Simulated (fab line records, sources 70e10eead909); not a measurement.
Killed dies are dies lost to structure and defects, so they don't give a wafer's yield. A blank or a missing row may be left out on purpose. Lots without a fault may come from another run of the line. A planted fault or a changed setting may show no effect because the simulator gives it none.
fab line records | flow nand_harc
record lots=7 wafers=21 last_day=30
route steps=1302 shown A_STAIRCASE@738 END@1302
lots that met no fault: from a run of the same line without faults
start_h: hours from the record's first day to the start of the lot's first wafer shown | wait_h: hours since the lot's step before | " the same as in the row above | L1.1+2: a row that stands for several wafers | - no value, or no start given | * or withheld: withheld | < > ~ a bound
route shown NAME@n: a module of which the file shows steps, and the number in the route of the first | usual: mean/standard deviation of fault-free wafers | same: alike in all rows | chamber/n: place in a boat | sites: the reading at each site | _std_site: their standard deviation | _edge_site: outer sites' mean less inner sites' | radius_mm: how far each site lies from the wafer's centre | mask NAME#n: copy n | behind: the tool/chamber that last shaped the wafer | hold: why the lot was held/for how many hours/how that ended | device: the transistor (n, p or np) that didn't switch | end of line: the same wafers' tests at the end of the route | a step without rows: its recipe alone | killed: dies lost to structure and defects at the first sort, not the wafer's yield | map: a wafer's dies, x killed, . not, _ none there
set.NAME: the setting as run; set.NAME@STEP: as run at that earlier step | model.NAME: the simulator's own value behind a step, which no gauge read
lots at some steps of the route; a table a step, a row a wafer
services: from which hour (start_h, from the record's first day; less than 0 if before it) a tool's chamber was out of use, for how many hours, and why
## steps
# step NHARC_A_STAIRCASE_TRIM_224
# recipe time_s=211.2 o2_flow_sccm=500 ar_flow_sccm=0 bias_w=0 chemistry=O2
# step NHARC_A_STAIRCASE_ETCH_225
# recipe target_depth_a=1000 time_s=40.5 ion_energy_ev=400 c4f8_flow_sccm=20 o2_flow_sccm=10 ar_flow_sccm=withheld rf_w=600 bias_w=1000 chemistry=C4F8/O2
# step NHARC_A_STAIRCASE_TRIM_226
# recipe time_s=211.2 o2_flow_sccm=500 ar_flow_sccm=0 bias_w=0 chemistry=O2
# step NHARC_A_STAIRCASE_ETCH_227
# recipe target_depth_a=1000 time_s=40.5 ion_energy_ev=400 c4f8_flow_sccm=20 o2_flow_sccm=10 ar_flow_sccm=withheld rf_w=600 bias_w=1000 chemistry=C4F8/O2
# usual bias_w=1000/3.3 chamber_pressure_mTorr=25.000/0.023 oes_product_au=0.943/0.014 rf_fwd_power_W=593.3/2.9 rf_vpp_V=894/5.5
# columns lot.wafer tool chamber start_h wait_h bias_w chamber_pressure_mTorr oes_product_au rf_fwd_power_W rf_hours_counter_h rf_vpp_V
L531.3 rie_diel-04 2 - - 997 24.996 0.968 597.4 3 888
L531.4 " 3 " " 999 25.011 0.957 592.2 2 900
L531.6 " 0 " " 997 24.984 0.928 597.4 - 889
L533.3 rie_diel-05 3 - - 1001 25.039 0.944 595.7 54 905
L533.4 " 0 " " 998 24.984 0.949 593.4 50 898
L533.5 " 3 " " 1004 24.982 0.948 596.3 - 906
L539.4 rie_diel-10 3 - - 995 25.010 0.930 593.1 9 895
L539.2 " 1 " " 999 25.011 0.959 588.5 10 901
L539.3 " 2 " " 1001 25.021 0.965 591.0 9 887
L544.4 rie_diel-10 3 - - 997 25.053 0.942 595.9 23 894
L544.2 " 2 " " 995 25.026 0.948 592.8 22 886
L544.5 " 0 " " 1003 25.012 0.937 588.0 - 886
L543.1 rie_diel-05 2 - - 1001 24.977 0.960 597.4 28 892
L543.2 " 0 " " 1000 24.994 0.944 592.6 30 898
L543.5 " 1 " " 1001 25.004 0.951 592.3 - 891
L547.3 rie_diel-05 3 - - 999 25.005 0.927 595.5 32 905
L547.2 " 0 " " 1002 25.020 0.932 594.5 34 897
L547.4 " 2 " " 999 24.986 0.948 596.5 32 893
L546.4 rie_diel-04 0 - - 999 25.014 0.939 598.2 52 888
L546.2 " 1 " " 999 25.021 0.951 588.8 48 898
L546.5 " 3 " " 1001 25.004 0.953 590.0 - 899
# step NHARC_A_STAIRCASE_TRIM_229
# recipe time_s=211.2 o2_flow_sccm=500 ar_flow_sccm=0 bias_w=0 chemistry=O2
# usual drypump_motor_current_A=5.8/0.48 oes_product_au=0.998/0.013 rf_vpp_V=57.6/0.85 showerhead_plenum_p_Torr=3.47/0.15 throttle_valve_pct=17.036/0.0087
# columns lot.wafer tool chamber start_h wait_h drypump_motor_current_A oes_product_au rf_hours_counter_h rf_vpp_V showerhead_plenum_p_Torr throttle_valve_pct
L531.3 rie_diel-04 2 371.51 0.1 5.8 1.014 3 57.1 3.33 17.038
L531.4 " 3 " " 6.6 1.012 2 56.8 3.63 17.048
L531.6 " 1 " " 6.6 1.009 - 58.8 3.61 17.061
L533.4 rie_diel-05 2 401.30 0.1 5.6 1.005 52 56.6 3.46 17.032
L533.3 " 0 " " 5.8 0.991 50 57.6 3.59 17.029
L533.5 " 3 " " 5.7 0.982 - 59.2 3.78 17.041
L539.3 rie_diel-10 0 460.36 0.1 6.1 0.969 11 57.5 3.29 17.043
L539.4 " 1 " " 5.2 0.992 10 57.5 3.64 17.041
L539.2 " 2 " " 5.6 1.013 9 56.7 3.29 17.041
L544.4 rie_diel-10 1 501.20 0.1 5.3 0.979 21 57.0 3.63 17.040
L544.2 " 3 " " 6.1 0.997 23 58.9 3.50 17.047
L544.5 " 0 " " 6.1 0.985 - 57.0 3.29 17.031
L543.1 rie_diel-05 2 504.40 0.1 5.6 1.019 28 58.1 3.44 17.033
L543.2 " 0 " " 5.8 0.988 30 57.4 3.57 17.023
L543.5 " 2 " " 5.5 1.015 - 58.1 3.44 17.058
L547.3 rie_diel-05 0 523.05 0.1 5.8 1.003 34 57.0 3.57 17.046
L547.4 " 1 " " 5.1 0.988 33 57.2 3.41 17.037
L547.2 " 2 " " 5.5 1.010 32 58.2 3.44 17.036
L546.4 rie_diel-04 1 523.99 0.1 6.6 0.991 48 55.8 3.59 17.043
L546.2 " 3 " " 6.6 1.013 52 58.8 3.60 17.030
L546.5 " 0 " " 5.3 0.989 - 59.4 3.30 17.034
# step NHARC_A_STAIRCASE_ETCH_230
# recipe target_depth_a=1000 time_s=40.5 ion_energy_ev=400 c4f8_flow_sccm=20 o2_flow_sccm=10 ar_flow_sccm=withheld rf_w=600 bias_w=1000 chemistry=C4F8/O2
# step NHARC_A_STAIRCASE_TRIM_231
# recipe time_s=211.2 o2_flow_sccm=500 ar_flow_sccm=0 bias_w=0 chemistry=O2
# step NHARC_A_STAIRCASE_ETCH_232
# recipe target_depth_a=1000 time_s=40.5 ion_energy_ev=400 c4f8_flow_sccm=20 o2_flow_sccm=10 ar_flow_sccm=withheld rf_w=600 bias_w=1000 chemistry=C4F8/O2
# step NHARC_A_STAIRCASE_TRIM_233
# recipe time_s=211.2 o2_flow_sccm=500 ar_flow_sccm=0 bias_w=0 chemistry=O2
# usual drypump_motor_current_A=5.8/0.48 oes_product_au=1.002/0.014 rf_vpp_V=57.6/0.96 showerhead_plenum_p_Torr=3.48/0.15 throttle_valve_pct=17.034/0.0082
# columns lot.wafer tool chamber start_h wait_h drypump_motor_current_A oes_product_au rf_hours_counter_h rf_vpp_V showerhead_plenum_p_Torr throttle_valve_pct
L531.4 rie_diel-04 1 - - 6.6 0.992 3 57.4 3.61 17.031
L531.3 " 3 " " 6.6 1.012 2 59.1 3.63 17.030
L531.6 " 1 " " 6.5 0.992 - 58.5 3.61 17.046
L533.4 rie_diel-05 1 - - 5.1 0.996 52 56.5 3.44 17.047
L533.3 " 2 " " 5.6 1.006 52 56.2 3.46 17.039
L533.5 " 1 " " 5.1 1.001 - 56.6 3.44 17.029
L539.3 rie_diel-10 2 - - 5.6 1.007 9 56.0 3.29 17.016
L539.4 " 3 " " 6.1 0.983 10 57.2 3.51 17.026
L539.2 " 1 " " 5.2 1.002 11 59.0 3.64 17.053
L544.4 rie_diel-10 0 - - 6.2 0.996 23 55.9 3.29 17.042
L544.2 " 1 " " 5.2 0.989 22 57.8 3.63 17.035
L544.5 " 0 " " 6.2 0.995 - 56.8 3.29 17.041
L543.1 rie_diel-05 1 - - 5.1 1.003 29 57.5 3.42 17.028
L543.2 " 2 " " 5.5 1.015 28 57.4 3.44 17.037
L543.5 " 0 " " 5.8 0.989 - 58.4 3.57 17.021
L547.2 rie_diel-05 3 - - 5.7 0.992 32 59.4 3.76 17.013
L547.3 " 0 " " 5.8 1.007 35 57.4 3.57 17.042
L547.4 " 1 " " 5.1 1.005 33 56.2 3.41 17.037
L546.2 rie_diel-04 2 - - 5.8 1.029 48 58.6 3.30 17.038
L546.4 " 0 " " 5.3 0.977 52 57.5 3.30 17.041
L546.5 " 3 " " 6.6 1.014 - 58.1 3.60 17.028
# step NHARC_A_STAIRCASE_ETCH_234
# recipe target_depth_a=1000 time_s=40.5 ion_energy_ev=400 c4f8_flow_sccm=20 o2_flow_sccm=10 ar_flow_sccm=withheld rf_w=600 bias_w=1000 chemistry=C4F8/O2
# usual bias_w=1000/3 chamber_pressure_mTorr=25.000/0.023 oes_product_au=0.944/0.015 rf_fwd_power_W=593.5/2.7 rf_vpp_V=894/5.8
# columns lot.wafer tool chamber start_h wait_h bias_w chamber_pressure_mTorr oes_product_au rf_fwd_power_W rf_hours_counter_h rf_vpp_V
L531.3 rie_diel-04 3 - - 996 25.009 0.950 590.9 2 901
L531.4 " 0 " " 1000 25.018 0.926 593.0 2 887
L531.6 " 0 " " 1000 24.978 0.932 595.1 - 889
L533.3 rie_diel-05 1 - - 998 24.971 0.930 594.8 52 893
L533.4 " 3 " " 999 24.999 0.940 593.1 54 905
L533.5 " 2 " " 997 24.981 0.968 596.0 - 894
L539.3 rie_diel-10 0 - - 1002 25.021 0.938 595.6 11 887
L539.4 " 2 " " 1000 25.015 0.958 593.2 9 888
L539.2 " 3 " " 1004 24.990 0.934 596.3 10 896
L544.2 rie_diel-10 3 - - 998 25.005 0.934 594.1 23 894
L544.4 " 1 " " 998 25.003 0.926 590.5 22 902
L544.5 " 2 " " 1003 24.965 0.957 594.6 - 886
L543.1 rie_diel-05 3 - - 999 25.034 0.917 594.6 28 904
L543.2 " 1 " " 995 25.004 0.949 593.8 29 890
L543.5 " 0 " " 997 25.002 0.938 594.6 - 896
L547.2 rie_diel-05 1 - - 999 25.014 0.946 592.1 33 892
L547.4 " 3 " " 996 24.957 0.919 596.3 32 903
L547.3 " 0 " " 998 24.997 0.952 595.9 35 897
L546.4 rie_diel-04 1 - - 1001 25.003 0.959 590.3 48 898
L546.2 " 0 " " 1005 25.003 0.937 597.9 52 889
L546.5 " 2 " " 999 24.993 0.969 591.8 - 887
# step NHARC_A_STAIRCASE_TRIM_235
# recipe time_s=211.2 o2_flow_sccm=500 ar_flow_sccm=0 bias_w=0 chemistry=O2
# usual drypump_motor_current_A=5.8/0.48 oes_product_au=1.000/0.014 rf_vpp_V=57.6/0.94 showerhead_plenum_p_Torr=3.47/0.15 throttle_valve_pct=17.036/0.01
# columns lot.wafer tool chamber start_h wait_h drypump_motor_current_A oes_product_au rf_hours_counter_h rf_vpp_V showerhead_plenum_p_Torr throttle_valve_pct
L531.3 rie_diel-04 2 - - 5.8 1.010 3 56.0 3.33 17.045
L531.4 " 3 " " 6.6 1.012 2 56.7 3.63 17.047
L531.6 " 1 " " 6.6 0.994 - 59.5 3.61 17.055
L533.3 rie_diel-05 2 - - 5.6 1.013 52 56.5 3.46 17.025
L533.4 " 3 " " 5.7 0.979 54 60.0 3.78 17.032
L533.5 " 2 " " 5.5 1.012 - 58.0 3.46 17.024
L539.2 rie_diel-10 1 - - 5.3 1.010 11 59.1 3.64 17.034
L539.4 " 2 " " 5.5 1.021 9 55.4 3.29 17.038
L539.3 " 3 " " 6.1 0.991 10 58.2 3.51 17.040
L543.1 rie_diel-05 2 - - 5.6 1.017 28 56.1 3.44 17.030
L543.2 " 0 " " 5.8 0.992 30 57.3 3.57 17.041
L543.5 " 1 " " 5.1 1.001 - 57.5 3.42 17.065
L544.2 rie_diel-10 0 - - 6.2 0.995 27 56.3 3.29 17.048
L544.4 " 3 " " 6.1 0.998 27 57.4 3.50 17.036
L544.5 " 0 " " 6.2 1.007 - 56.8 3.29 17.037
L547.3 rie_diel-05 0 - - 5.8 0.992 35 56.1 3.57 17.038
L547.2 " 1 " " 5.1 1.003 33 59.2 3.41 17.048
L547.4 " 2 " " 5.6 1.016 32 57.0 3.44 17.020
L546.2 rie_diel-04 0 - - 5.4 0.982 52 57.2 3.30 17.035
L546.4 " 2 " " 5.7 1.011 48 55.7 3.30 17.023
L546.5 " 3 " " 6.6 1.013 - 57.6 3.60 17.033
# step NHARC_A_STAIRCASE_ETCH_236
# recipe target_depth_a=1000 time_s=40.5 ion_energy_ev=400 c4f8_flow_sccm=20 o2_flow_sccm=10 ar_flow_sccm=withheld rf_w=600 bias_w=1000 chemistry=C4F8/O2
# usual bias_w=1000.1/2.7 chamber_pressure_mTorr=25.001/0.023 oes_product_au=0.944/0.015 rf_fwd_power_W=593.5/2.7 rf_vpp_V=894/5.5
# columns lot.wafer tool chamber start_h wait_h bias_w chamber_pressure_mTorr oes_product_au rf_fwd_power_W rf_hours_counter_h rf_vpp_V
L531.3 rie_diel-04 1 372.36 - 995.8 25.002 0.935 586.4 3 899
L531.4 " 2 " " 1003.4 24.999 0.980 598.1 3 890
L531.6 " 0 " " 998.7 25.042 0.942 596.0 - 888
L533.4 rie_diel-05 3 402.19 - 1002.5 25.001 0.927 593.4 54 905
L533.3 " 0 " " 998.6 24.993 0.946 595.8 50 897
L533.5 " 2 " " 999.3 25.001 0.955 595.3 - 893
L539.3 rie_diel-10 2 461.23 - 999.7 24.959 0.959 596.2 10 887
L539.2 " 3 " " 1002.0 25.015 0.940 594.3 10 894
L539.4 " 0 " " 999.1 25.010 0.933 591.4 11 888
L543.2 rie_diel-05 0 505.28 - - - - - - -
L543.1 " 1 " " - - - - - -
L543.5 " 2 " " - - - - - -
L544.2 rie_diel-10 1 505.41 - - - - - - -
L544.4 " 2 " " - - - - - -
L544.5 " 3 " " - - - - - -
L547.3 rie_diel-05 0 523.95 - - - - - - -
L547.4 " 1 " " - - - - - -
L547.2 " 3 " " - - - - - -
L546.2 rie_diel-04 1 524.86 - 996.2 25.012 0.955 589.5 48 899
L546.4 " 2 " " 995.5 24.995 0.970 596.6 48 887
L546.5 " 0 " " 999.0 25.018 0.925 594.8 - 887
# step NHARC_END_SORT_01
# recipe temp_c=25
# usual killed_at_array=52/17 killed_at_other=1.2/1.4 killed_at_periphery=4.7/2.9 killed_dies=58/17 killed_open=3.2/1.9 killed_short=2.4/1.4
# same gross_dies=677
# columns lot.wafer tool chamber start_h wait_h killed_at_array killed_at_other killed_at_periphery killed_dies killed_open killed_short
L544.2 prober-02 0 698.75 2.8 669 0 8 677 3 3
L544.4 prober-02 0 700.38 3.4 675 0 2 677 1 1
L544.5 prober-02 0 701.20 3.8 671 0 6 677 7 2
L543.1 prober-01 0 705.82 2.5 675 0 2 677 1 3
L543.2 prober-01 0 706.62 2.8 677 0 0 677 4 2
L543.5 prober-01 0 709.01 3.7 673 0 4 677 4 0
L547.2 prober-02 0 716.10 2.8 672 3 2 677 4 0
L547.3 prober-02 0 716.89 3.1 672 1 4 677 6 1
L547.4 prober-02 0 717.69 3.4 673 1 3 677 4 2
# killed by level:class
L544.2 A_STAIRCASE:area_etch=621 A_CHANNEL_HOLE_D2:chamber_film_flake=20 A_CONTACT:chamber_film_flake=10 A_CHANNEL_HOLE_D1:chamber_film_flake=7 A_SLIT:chamber_film_flake=3 A_BLC:chamber_film_flake=3 P_GATE:geometric_particle:open=2 P_ZERO_WELL:chamber_film_flake=2
L544.4 A_STAIRCASE:area_etch=633 A_CHANNEL_HOLE_D2:chamber_film_flake=21 A_CHANNEL_HOLE_D1:chamber_film_flake=9 A_SLIT:chamber_film_flake=4 A_CONTACT:chamber_film_flake=3 A_ZERO_WELL:chamber_film_flake=2 A_STAIRCASE:chamber_film_flake=2 P_CONTACT:geometric_particle:open=1
L544.5 A_STAIRCASE:area_etch=639 A_CHANNEL_HOLE_D2:chamber_film_flake=13 A_CHANNEL_HOLE_D1:chamber_film_flake=5 A_CONTACT:chamber_film_flake=5 A_SLIT:chamber_film_flake=3 P_M0:geometric_particle:open=2 A_ONON_D1:geometric_particle:open=2 A_CHANNEL_FILL_D1:geometric_particle:open=2
L543.1 A_STAIRCASE:area_etch=597 A_CHANNEL_HOLE_D2:chamber_film_flake=29 A_CHANNEL_HOLE_D1:chamber_film_flake=21 A_CONTACT:chamber_film_flake=9 A_M1:chamber_film_flake=7 A_SLIT:chamber_film_flake=5 A_STAIRCASE:chamber_film_flake=3 P_M1:geometric_particle:short=1
L543.2 A_STAIRCASE:area_etch=615 A_CHANNEL_HOLE_D1:chamber_film_flake=27 A_CHANNEL_HOLE_D2:chamber_film_flake=18 A_CONTACT:chamber_film_flake=4 A_STAIRCASE:chamber_film_flake=3 A_CHANNEL_FILL_D2:geometric_particle:open=1 A_CHANNEL_FILL_D2:geometric_particle:short=1 A_WL_FILL:geometric_particle:open=1
L543.5 A_STAIRCASE:area_etch=626 A_CHANNEL_HOLE_D1:chamber_film_flake=15 A_CHANNEL_HOLE_D2:chamber_film_flake=11 A_CONTACT:chamber_film_flake=8 P_M0:geometric_particle:open=3 A_SLIT:chamber_film_flake=3 A_M1:chamber_film_flake=3 A_STAIRCASE:chamber_film_flake=2
L547.2 A_STAIRCASE:area_etch=602 A_CHANNEL_HOLE_D1:chamber_film_flake=28 A_CHANNEL_HOLE_D2:chamber_film_flake=15 A_SLIT:chamber_film_flake=14 A_STAIRCASE:chamber_film_flake=4 P_GATE:geometric_particle:open=2 A_CHANNEL_FILL_D1:chamber_film_flake=2 A_CHANNEL_FILL_D2:chamber_film_flake=2
L547.3 A_STAIRCASE:area_etch=603 A_CHANNEL_HOLE_D1:chamber_film_flake=25 A_SLIT:chamber_film_flake=15 A_CHANNEL_HOLE_D2:chamber_film_flake=9 A_CONTACT:chamber_film_flake=4 A_WL_FILL:chamber_film_flake=3 A_CONTACT:geometric_particle:open=2 P_ZERO_WELL:chamber_film_flake=2
L547.4 A_STAIRCASE:area_etch=603 A_SLIT:chamber_film_flake=29 A_CHANNEL_HOLE_D1:chamber_film_flake=15 A_CHANNEL_HOLE_D2:chamber_film_flake=14 A_CHANNEL_FILL_D1:chamber_film_flake=4 P_ZERO_WELL:chamber_film_flake=2 P_M0:geometric_particle:open=1 A_ONON_D1:geometric_particle:open=1
# map L543.1 (x killed, . not)
____________x____________
_________xxxxxxx_________
_______xxxxxxxxxxx_______
______xxxxxxxxxxxxx______
_____xxxxxxxxxxxxxxx_____
____xxxxxxxxxxxxxxxxx____
____xxxxxxxxxxxxxxxxx____
___xxxxxxxxxxxxxxxxxxx___
___xxxxxxxxxxxxxxxxxxx___
__xxxxxxxxxxxxxxxxxxxxx__
__xxxxxxxxxxxxxxxxxxxxx__
_xxxxxxxxxxxxxxxxxxxxxxx_
_xxxxxxxxxxxxxxxxxxxxxxx_
_xxxxxxxxxxxxxxxxxxxxxxx_
_xxxxxxxxxxxxxxxxxxxxxxx_
_xxxxxxxxxxxxxxxxxxxxxxx_
xxxxxxxxxxxxxxxxxxxxxxxxx
xxxxxxxxxxxxxxxxxxxxxxxxx
xxxxxxxxxxxxxxxxxxxxxxxxx
xxxxxxxxxxxxxxxxxxxxxxxxx
xxxxxxxxxxxxxxxxxxxxxxxxx
_xxxxxxxxxxxxxxxxxxxxxxx_
_xxxxxxxxxxxxxxxxxxxxxxx_
_xxxxxxxxxxxxxxxxxxxxxxx_
_xxxxxxxxxxxxxxxxxxxxxxx_
_xxxxxxxxxxxxxxxxxxxxxxx_
__xxxxxxxxxxxxxxxxxxxxx__
__xxxxxxxxxxxxxxxxxxxxx__
___xxxxxxxxxxxxxxxxxxx___
___xxxxxxxxxxxxxxxxxxx___
____xxxxxxxxxxxxxxxxx____
____xxxxxxxxxxxxxxxxx____
_____xxxxxxxxxxxxxxx_____
______xxxxxxxxxxxxx______
_______xxxxxxxxxxx_______
_________xxxxxxx_________
____________x____________
# map L544.2 (x killed, . not)
____________x____________
_________xxxxxxx_________
_______xxxxxxxxxxx_______
______xxxxxxxxxxxxx______
_____xxxxxxxxxxxxxxx_____
____xxxxxxxxxxxxxxxxx____
____xxxxxxxxxxxxxxxxx____
___xxxxxxxxxxxxxxxxxxx___
___xxxxxxxxxxxxxxxxxxx___
__xxxxxxxxxxxxxxxxxxxxx__
__xxxxxxxxxxxxxxxxxxxxx__
_xxxxxxxxxxxxxxxxxxxxxxx_
_xxxxxxxxxxxxxxxxxxxxxxx_
_xxxxxxxxxxxxxxxxxxxxxxx_
_xxxxxxxxxxxxxxxxxxxxxxx_
_xxxxxxxxxxxxxxxxxxxxxxx_
xxxxxxxxxxxxxxxxxxxxxxxxx
xxxxxxxxxxxxxxxxxxxxxxxxx
xxxxxxxxxxxxxxxxxxxxxxxxx
xxxxxxxxxxxxxxxxxxxxxxxxx
xxxxxxxxxxxxxxxxxxxxxxxxx
_xxxxxxxxxxxxxxxxxxxxxxx_
_xxxxxxxxxxxxxxxxxxxxxxx_
_xxxxxxxxxxxxxxxxxxxxxxx_
_xxxxxxxxxxxxxxxxxxxxxxx_
_xxxxxxxxxxxxxxxxxxxxxxx_
__xxxxxxxxxxxxxxxxxxxxx__
__xxxxxxxxxxxxxxxxxxxxx__
___xxxxxxxxxxxxxxxxxxx___
___xxxxxxxxxxxxxxxxxxx___
____xxxxxxxxxxxxxxxxx____
____xxxxxxxxxxxxxxxxx____
_____xxxxxxxxxxxxxxx_____
______xxxxxxxxxxxxx______
_______xxxxxxxxxxx_______
_________xxxxxxx_________
____________x____________
## services
# columns tool chamber start_h hours kind
rie_diel-04 - 355.68 9.0 pm
rie_diel-10 1 362.18 7.1 repair
rie_diel-05 0 363.66 - clean
rie_diel-05 1 363.66 - clean
rie_diel-05 2 363.66 - clean
rie_diel-05 3 363.66 - clean
rie_diel-04 2 384.20 2.6 repair
rie_diel-05 0 389.94 - clean
rie_diel-05 1 389.94 - clean
rie_diel-05 2 389.94 - clean
rie_diel-05 3 389.94 - clean
rie_diel-05 - 410.51 9.0 pm
rie_diel-05 0 410.51 9.0 vent_cycle
rie_diel-05 1 410.51 9.0 vent_cycle
rie_diel-05 2 410.51 9.0 vent_cycle
rie_diel-05 3 410.51 9.0 vent_cycle
rie_diel-05 0 419.51 - clean
rie_diel-05 1 419.51 - clean
rie_diel-05 2 419.51 - clean
rie_diel-05 3 419.51 - clean
rie_diel-10 - 421.86 9.0 pm
rie_diel-05 3 424.54 4.8 repair
rie_diel-10 1 482.68 6.5 repair
rie_diel-04 3 494.50 4.0 repair
## key
first_sign step=NHARC_A_STAIRCASE_ETCH_236 reading=tool_record direction=missing
effect step=NHARC_END_SORT_01 reading=killed_at_array direction=up sigmas=37 usual=52 struck=673
more_kills_born_at NHARC_A_STAIRCASE_ETCH_236@rie_diel-05=3646 NHARC_A_STAIRCASE_ETCH_236@rie_diel-10=1890
met_at NHARC_A_STAIRCASE_ETCH_236
struck_wafers L543.1,L543.2,L543.5,L544.2,L544.4,L544.5,L547.2,L547.3,L547.4
later_rows_left_out L543.1,L543.2,L543.5,L544.2,L544.4,L544.5,L547.2,L547.3,L547.4
tester_left_out L543,L544,L547
onset_between 461.23 505.28
fault kind=skipped_step_whole tool=rie_diel-05,rie_diel-10 chamber=- onset_h=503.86 steps=NHARC_A_STAIRCASE_ETCH_236 scope=struck_lots_only
# tester_left_out: of these lots the tester's yield and bins aren't shown, on N5 and GAA mostly nor the transistor test; their killed dies are dies lost to structure and defects alone, not to doping, threshold or leakage, so they don't give the yield
# later_rows_left_out: the simulator's readings of these wafers behind a module that went badly wrong aren't trusted and aren't shown, but for the sort
